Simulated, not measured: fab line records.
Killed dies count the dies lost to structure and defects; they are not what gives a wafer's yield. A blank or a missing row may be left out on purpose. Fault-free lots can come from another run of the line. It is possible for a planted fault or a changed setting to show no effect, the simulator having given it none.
Split-lot experiment :: flow n5Finfet :: 21 wafers read across 7 lots, on a route 1938 steps long

THE SPLIT ITSELF
At N5_DUMMY_GATE_HM_DEP_06 (deposits SiNx from DCS/NH3, target thk 80 nm, time 5141 s), the setting timeS was moved away from the recipe's 5141 s on 12 of the 21 wafers read, by -9.5% to +12.0%. This setting was run at the recipe's value on the other wafers.

The reading is taken at the split's own step.

THE READING
SiNx_of_DUMMY_GATE_HM_DEP_06.thkNm (the simulator's own value, which no gauge read), in nm, at N5_DUMMY_GATE_HM_DEP_06 (deposits SiNx from DCS/NH3, target thk 80 nm, time 5141 s). The file does not state a usual value for it. Across the 9 wafers here that went through the recipe, the average is 80.9 nm and the standard deviation 0.6 nm.

wafer: L076.1
tool, chamber at the split: -, -
timeS as run, s: 4845
against the recipe: -5.8%
SiNx_of_DUMMY_GATE_HM_DEP_06.thkNm, nm: 75.2
against lot-mates on the recipe: no lot-mate on the recipe

wafer: L076.2
tool, chamber at the split: -, -
timeS as run, s: 4845
against the recipe: -5.8%
SiNx_of_DUMMY_GATE_HM_DEP_06.thkNm, nm: 75.4
against lot-mates on the recipe: no lot-mate on the recipe

wafer: L076.4
tool, chamber at the split: -, -
timeS as run, s: 4845
against the recipe: -5.8%
SiNx_of_DUMMY_GATE_HM_DEP_06.thkNm, nm: 75.8
against lot-mates on the recipe: no lot-mate on the recipe

wafer: L079.2
tool, chamber at the split: -, -
timeS as run, s: 4654
against the recipe: -9.5%
SiNx_of_DUMMY_GATE_HM_DEP_06.thkNm, nm: 71.2
against lot-mates on the recipe: no lot-mate on the recipe

wafer: L079.5
tool, chamber at the split: -, -
timeS as run, s: 4654
against the recipe: -9.5%
SiNx_of_DUMMY_GATE_HM_DEP_06.thkNm, nm: 72.2
against lot-mates on the recipe: no lot-mate on the recipe

wafer: L079.6
tool, chamber at the split: -, -
timeS as run, s: 4654
against the recipe: -9.5%
SiNx_of_DUMMY_GATE_HM_DEP_06.thkNm, nm: 72.4
against lot-mates on the recipe: no lot-mate on the recipe

wafer: L080.1
tool, chamber at the split: -, -
timeS as run, s: 5759
against the recipe: +12.0%
SiNx_of_DUMMY_GATE_HM_DEP_06.thkNm, nm: 90.8
against lot-mates on the recipe: no lot-mate on the recipe

wafer: L080.4
tool, chamber at the split: -, -
timeS as run, s: 5759
against the recipe: +12.0%
SiNx_of_DUMMY_GATE_HM_DEP_06.thkNm, nm: 90
against lot-mates on the recipe: no lot-mate on the recipe

wafer: L080.6
tool, chamber at the split: -, -
timeS as run, s: 5759
against the recipe: +12.0%
SiNx_of_DUMMY_GATE_HM_DEP_06.thkNm, nm: 91
against lot-mates on the recipe: no lot-mate on the recipe

wafer: L092.4
tool, chamber at the split: -, -
timeS as run, s: 5141
against the recipe: recipe
SiNx_of_DUMMY_GATE_HM_DEP_06.thkNm, nm: 80.4
against lot-mates on the recipe: -

wafer: L092.5
tool, chamber at the split: -, -
timeS as run, s: 5141
against the recipe: recipe
SiNx_of_DUMMY_GATE_HM_DEP_06.thkNm, nm: 80
against lot-mates on the recipe: -

wafer: L092.6
tool, chamber at the split: -, -
timeS as run, s: 5141
against the recipe: recipe
SiNx_of_DUMMY_GATE_HM_DEP_06.thkNm, nm: 80.6
against lot-mates on the recipe: -

wafer: L093.2
tool, chamber at the split: -, -
timeS as run, s: 4772
against the recipe: -7.2%
SiNx_of_DUMMY_GATE_HM_DEP_06.thkNm, nm: 74.6
against lot-mates on the recipe: no lot-mate on the recipe

wafer: L093.3
tool, chamber at the split: -, -
timeS as run, s: 4772
against the recipe: -7.2%
SiNx_of_DUMMY_GATE_HM_DEP_06.thkNm, nm: 73.8
against lot-mates on the recipe: no lot-mate on the recipe

wafer: L093.4
tool, chamber at the split: -, -
timeS as run, s: 4772
against the recipe: -7.2%
SiNx_of_DUMMY_GATE_HM_DEP_06.thkNm, nm: 74.4
against lot-mates on the recipe: no lot-mate on the recipe

wafer: L094.4
tool, chamber at the split: lpcvd-02, 0/79,0/84
timeS as run, s: 5141
against the recipe: recipe
SiNx_of_DUMMY_GATE_HM_DEP_06.thkNm, nm: 80.8
against lot-mates on the recipe: -

wafer: L094.5
tool, chamber at the split: lpcvd-02, 0/79,0/84
timeS as run, s: 5141
against the recipe: recipe
SiNx_of_DUMMY_GATE_HM_DEP_06.thkNm, nm: 80.8
against lot-mates on the recipe: -

wafer: L094.6
tool, chamber at the split: lpcvd-02, 0/89
timeS as run, s: 5141
against the recipe: recipe
SiNx_of_DUMMY_GATE_HM_DEP_06.thkNm, nm: 81.2
against lot-mates on the recipe: -

wafer: L096.1
tool, chamber at the split: -, -
timeS as run, s: 5141
against the recipe: recipe
SiNx_of_DUMMY_GATE_HM_DEP_06.thkNm, nm: 80.8
against lot-mates on the recipe: -

wafer: L096.2
tool, chamber at the split: -, -
timeS as run, s: 5141
against the recipe: recipe
SiNx_of_DUMMY_GATE_HM_DEP_06.thkNm, nm: 81.4
against lot-mates on the recipe: -

wafer: L096.4
tool, chamber at the split: -, -
timeS as run, s: 5141
against the recipe: recipe
SiNx_of_DUMMY_GATE_HM_DEP_06.thkNm, nm: 82.2
against lot-mates on the recipe: -
Rows listing several chambers each stand for several wafers; the file does not say which wafer went through which chamber.

THE FIT
A straight line over all 21 wafers: SiNx_of_DUMMY_GATE_HM_DEP_06.thkNm changes by +0.869 nm for each +1% of timeS; r = +0.99; the points scatter about the line by 0.62 nm.
Too few moved wafers have a lot-mate on the recipe to fit a line with each lot's own level taken away.

FILE'S OWN FIT
SiNx_of_DUMMY_GATE_HM_DEP_06.thkNm changes by +0.869 nm for each +1% of timeS, r = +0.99.
